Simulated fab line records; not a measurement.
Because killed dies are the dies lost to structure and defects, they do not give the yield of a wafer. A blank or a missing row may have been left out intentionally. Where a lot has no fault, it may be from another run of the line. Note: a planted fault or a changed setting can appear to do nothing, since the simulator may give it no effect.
Which tool did it?	flow n5 finfet	Sampling: 24 lots, 72 wafers, 6 of 1938 route steps

## WHAT THE GAUGES READ, wafer by wafer
N5_BEOL_M5_OCD_MEAS_38.
lot	measured	on	trench depth nm (nm)
L074	day 7 22:19	ocd-01	71.4 70.0 73.0
L075	day 8 05:06	ocd-01	70.9 71.1 72.3
L076	day 8 15:57	ocd-01	70.7 72.0 69.8
L077	day 8 16:47	ocd-02	71.1 72.2 70.3
L078	day 9 03:04	ocd-02	70.4 73.8 72.2
L079	day 9 05:54	ocd-01	73.4 74.2 72.2
L080	day 9 12:13	ocd-02	72.5 72.7 71.5
L081	day 9 21:54	ocd-02	74.0 73.0 74.2
L082	day 10 06:06	ocd-01	71.1 72.6 71.2
L083	day 10 06:59	ocd-02	74.5 71.3 71.1
L084	day 10 16:29	ocd-02	74.0 71.2 71.3
L085	day 11 01:40	ocd-01	72.2 70.9 70.7
L086	day 11 03:40	ocd-02	70.7 70.6 71.6
L087	day 11 07:24	ocd-01	71.1 70.7 70.9
L089	day 11 20:14	ocd-01	71.0 71.3 70.7
L088	day 12 02:19	ocd-02	70.1 70.6 71.9
L090	day 12 01:55	ocd-01	71.4 70.7 71.5
L093	day 12 18:53	ocd-02	71.9 71.6 71.0
L091	day 12 21:17	ocd-02	72.3 73.1 71.6
L092	day 12 22:29	ocd-02	70.5 73.8 70.5
L094	day 13 03:43	ocd-02	72.2 72.5 72.5
L095	day 13 04:25	ocd-01	74.0 72.2 72.6
L096	day 14 02:41	ocd-01	70.8 71.7 73.3
L097	day 14 12:30	ocd-01	71.1 71.0 74.2

N5_BEOL_M5_THK_MEAS_53: measures by xrf.
lot	measured	on	M5_THK (nm)
L074	day 8 07:41	film metro-02	61.8 59.7 62.9
L075	day 8 14:47	film metro-02	59.7 60.6 63.5
L076	day 9 00:43	film metro-02	61.7 60.9 60.0
L077	day 9 01:31	film metro-01	59.9 61.9 59.6
L078	day 9 13:32	film metro-02	61.0 63.0 61.3
L079	day 9 15:02	film metro-02	63.6 64.8 61.9
L080	day 10 00:41	film metro-01	63.6 64.4 61.9
L081	day 10 06:47	film metro-01	63.9 64.1 63.6
L082	day 10 12:19	film metro-01	61.1 61.7 60.8
L083	day 10 14:35	film metro-02	65.3 60.2 60.3
L084	day 10 22:59	film metro-01	63.8 60.1 59.8
L085	day 11 08:03	film metro-01	62.7 61.2 61.7
L086	day 11 12:35	film metro-01	61.0 59.6 61.8
L087	day 11 14:25	film metro-02	60.2 59.7 58.7
L089	day 12 03:10	film metro-02	61.4 60.6 60.1
L088	day 12 09:42	film metro-02	59.7 60.4 60.4
L090	day 12 08:53	film metro-02	61.2 61.4 60.5
L093	day 13 01:29	film metro-01	58.1 59.8 59.5
L091	day 13 06:44	film metro-01	61.5 63.6 61.6
L092	day 13 08:43	film metro-02	60.1 62.5 58.3
L094	day 13 10:29	film metro-02	62.5 62.8 62.6
L095	day 13 12:16	film metro-02	64.6 62.2 63.2
L096	day 14 10:17	film metro-01	61.0 62.8 65.2
L097	day 14 20:37	film metro-01	60.5 60.1 63.6

N5_BEOL_M5_RS_MEAS_57: the measuring method here is four-point-probe.
lot	measured	on	M5_RS (ohm/sq)
L074	day 8 07:57	film metro-02	0.386 0.402 0.375
L075	day 8 15:02	film metro-01	0.398 0.393 0.373
L076	day 9 00:58	film metro-02	0.380 0.388 0.395
L077	day 9 01:46	film metro-01	0.392 0.377 0.393
L078	day 9 13:47	film metro-01	0.389 0.374 0.384
L079	day 9 15:21	film metro-01	0.369 0.361 0.383
L080	day 10 01:02	film metro-02	0.372 0.364 0.383
L081	day 10 07:05	film metro-01	0.366 0.366 0.369
L082	day 10 12:43	film metro-01	0.393 0.385 0.393
L083	day 10 14:51	film metro-01	0.363 0.397 0.394
L084	day 10 23:15	film metro-02	0.367 0.395 0.397
L085	day 11 08:19	film metro-02	0.378 0.388 0.382
L086	day 11 13:04	film metro-02	0.388 0.397 0.382
L087	day 11 14:54	film metro-01	0.396 0.401 0.408
L089	day 12 03:25	film metro-02	0.385 0.391 0.395
L088	day 12 09:58	film metro-01	0.399 0.395 0.396
L090	day 12 09:11	film metro-01	0.385 0.386 0.391
L093	day 13 01:45	film metro-01	0.412 0.401 0.404
L091	day 13 07:00	film metro-02	0.390 0.375 0.389
L092	day 13 08:59	film metro-01	0.392 0.377 0.408
L094	day 13 10:44	film metro-02	0.383 0.380 0.383
L095	day 13 12:31	film metro-02	0.365 0.380 0.375
L096	day 14 10:34	film metro-01	0.391 0.377 0.362
L097	day 14 20:53	film metro-01	0.394 0.396 0.369

N5_BEOL_M6_THK_MEAS_01.
lot	measured	on	M6_ILD_THK (nm)
L074	day 8 09:04	film metro-02	156.0 158.7 157.1
L075	day 8 15:41	film metro-02	153.0 155.8 155.9
L076	day 9 01:37	film metro-01	151.3 155.3 157.8
L077	day 9 02:25	film metro-02	155.4 155.5 157.9
L078	day 9 14:55	film metro-01	151.8 156.7 155.3
L079	day 9 16:01	film metro-01	153.2 153.0 154.9
L080	day 10 01:41	film metro-01	156.3 156.0 156.7
L081	day 10 07:43	film metro-01	153.3 155.4 156.3
L082	day 10 13:22	film metro-01	153.1 156.5 155.3
L083	day 10 15:29	film metro-01	154.4 154.8 153.4
L084	day 10 23:53	film metro-01	153.0 157.0 154.1
L085	day 11 08:58	film metro-01	155.8 156.8 160.6
L086	day 11 13:43	film metro-02	154.3 154.1 156.6
L087	day 11 15:32	film metro-01	152.8 156.1 157.5
L089	day 12 04:04	film metro-01	156.1 156.2 158.9
L088	day 12 10:37	film metro-01	157.0 158.0 157.6
L090	day 12 09:49	film metro-02	153.7 153.1 157.0
L093	day 13 02:23	film metro-01	153.0 155.1 156.4
L091	day 13 08:09	film metro-01	152.1 155.6 155.0
L092	day 13 10:06	film metro-02	154.0 153.2 157.5
L094	day 13 11:23	film metro-01	153.5 156.0 156.7
L095	day 13 13:10	film metro-01	154.1 156.8 157.8
L096	day 14 11:13	film metro-01	155.2 157.8 154.8
L097	day 14 21:31	film metro-02	154.8 154.0 156.3

## WHICH TOOL RAN EACH LOT (tool, then ch and the chambers of the sampled wafers, then the start)
lot	N5_BEOL_M5_DESCUM_16	N5_BEOL_M5_ANNEAL_82
L074	rie diel-02 ch 0,1,3, day 7 21:02	pvd sputter-01, day 8 00:32
L075	rie diel-04 ch 0,1,3, day 8 03:32	pvd sputter-02, day 8 07:55
L076	rie diel-04 ch 0,1,3, day 8 13:45	pvd sputter-01, day 8 18:10
L077	rie diel-03 ch 2,3, day 8 15:31	pvd sputter-02, day 8 19:22
L078	rie diel-04 ch 0,1,3, day 9 01:23	pvd sputter-02, day 9 05:23
L079	rie diel-04 ch 0,1,3, day 9 04:37	pvd sputter-01, day 9 08:21
L080	rie diel-02 ch 0,1,2, day 9 10:56	pvd sputter-03, day 9 16:10
L081	rie diel-02 ch 0,1,2, day 9 20:08	pvd sputter-02, day 10 00:17
L082	rie diel-03 ch 1,2, day 10 04:36	pvd sputter-02, day 10 08:21
L083	rie diel-03 ch 0,1,2, day 10 05:40	pvd sputter-01, day 10 10:37
L084	rie diel-03 ch 0,1,2, day 10 14:55	pvd sputter-01, day 10 19:01
L085	rie diel-02 ch 0,1,2, day 11 00:22	pvd sputter-03, day 11 04:05
L086	rie diel-02 ch 0,1,3, day 11 02:17	pvd sputter-02, day 11 07:53
L087	rie diel-04 ch 1,2,3, day 11 04:32	pvd sputter-03, day 11 10:26
L089	rie diel-03 ch 0,1,3, day 11 18:54	pvd sputter-01, day 11 22:31
L088	rie diel-02 ch 0,1, day 11 23:14	pvd sputter-03, day 12 05:43
L090	rie diel-03 ch 0,2,3, day 12 00:00	pvd sputter-01, day 12 04:38
L093	rie diel-04 ch 1,2,3, day 12 16:36	pvd sputter-01, day 12 21:30
L091	rie diel-04 ch 1,2,3, day 12 17:56	pvd sputter-01, day 13 02:23
L092	rie diel-04 ch 1,2,3, day 12 20:40	pvd sputter-03, day 13 03:44
L094	rie diel-03 ch 0,1,2, day 12 21:45	pvd sputter-02, day 13 06:21
L095	rie diel-02 ch 0,1,2, day 13 02:33	pvd sputter-01, day 13 08:06
L096	rie diel-03 ch 1,2, day 13 23:56	pvd sputter-01, day 14 06:19
L097	rie diel-03 ch 1,2, day 14 10:59	pvd sputter-03, day 14 16:22
- N5_BEOL_M5_DESCUM_16: chemistry O2, time 7 s.
- N5_BEOL_M5_ANNEAL_82: time 1800 s.

## WHAT THE TOOLS THEMSELVES READ (means of the sampled wafers that have a number; where no wafer has one, the mark that the record gives instead)
N5_BEOL_M5_DESCUM_16.
lot	tool	drypump motor current A (A)	o2 flow sccm (sccm)	oes product au (a.u.)	rf vpp V (V)	showerhead plenum p Torr (Torr)	throttle valve pct (%)
L074	rie diel-02	5.9	225.6	0.73	242.5	2.05	20.24
L075	rie diel-04	5.9	225.5	0.73	243.2	2.11	20.54
L076	rie diel-04	5.8	224.7	0.72	244.0	2.11	20.54
L077	rie diel-03	6.2	224.6	0.78	241.9	2.01	20.40
L078	rie diel-04	5.8	225.2	0.72	242.7	2.11	20.56
L079	rie diel-04	5.8	225.1	0.72	243.5	2.11	20.56
L080	rie diel-02	5.5	225.0	0.81	242.2	2.02	20.19
L081	rie diel-02	5.5	224.8	0.81	242.1	2.02	20.18
L082	rie diel-03	5.7	224.6	0.80	242.3	2.04	20.29
L083	rie diel-03	5.7	225.2	0.82	242.6	2.04	20.36
L084	rie diel-03	5.7	225.2	0.81	242.8	2.04	20.37
L085	rie diel-02	5.5	225.6	0.80	242.7	2.02	20.20
L086	rie diel-02	5.9	225.1	0.80	242.4	2.05	20.15
L087	rie diel-04	5.9	225.3	0.79	243.5	2.09	20.40
L089	rie diel-03	5.7	224.9	0.82	242.3	2.05	20.41
L088	rie diel-02	5.7	225.1	0.73	243.5	2.03	20.43
L090	rie diel-03	6.2	224.9	0.74	242.2	2.00	20.50
L093	rie diel-04	5.9	225.2	0.77	242.5	2.09	20.40
L091	rie diel-04	5.9	224.7	0.78	244.0	2.09	20.41
L092	rie diel-04	5.9	223.8	0.78	241.7	2.09	20.42
L094	rie diel-03	5.7	225.2	0.79	243.2	2.04	20.40
L095	rie diel-02	5.5	225.1	0.78	242.5	2.02	20.21
L096	rie diel-03	5.7	225.0	0.77	242.5	2.03	20.34
L097	rie diel-03	5.2	225.1	0.83	243.5	2.08	20.26

N5_BEOL_M5_ANNEAL_82.
lot	tool	heater power w (W)
L074	pvd sputter-01	856
L075	pvd sputter-02	898
L076	pvd sputter-01	883
L077	pvd sputter-02	848
L078	pvd sputter-02	961
L079	pvd sputter-01	889
L080	pvd sputter-03	790
L081	pvd sputter-02	892
L082	pvd sputter-02	873
L083	pvd sputter-01	889
L084	pvd sputter-01	883
L085	pvd sputter-03	824
L086	pvd sputter-02	993
L087	pvd sputter-03	751
L089	pvd sputter-01	852
L088	pvd sputter-03	758
L090	pvd sputter-01	873
L093	pvd sputter-01	849
L091	pvd sputter-01	884
L092	pvd sputter-03	826
L094	pvd sputter-02	973
L095	pvd sputter-01	840
L096	pvd sputter-01	855
L097	pvd sputter-03	754

## THE ANSWER, worked out from the rows above alone
Rule: usual is defined by the lots themselves. Put in order of their means at a reading, lots are off if they are a third of the lots or fewer, leave a main group of 4 or more, and stand apart from it by a gap of 3 or more times the standard deviation of the main group's means; of several such gaps the widest counts. Not used: any main group whose means are identical at the precision the tables above print for the reading. Also off: a lot with no number at a reading for which 4 or more lots have one. Any other lot the step has rows for is counted as sound. Order of review: gauges by route order, followed by the tools' own readings, for which a lot's mean as printed above is used. At the first step where some lot is off, the reading lying furthest off is the one used; lots without a number count as furthest.
No lot is off on any of the readings shown, so nothing can be concluded from this.

## WHAT THE SIMULATOR PUT IN
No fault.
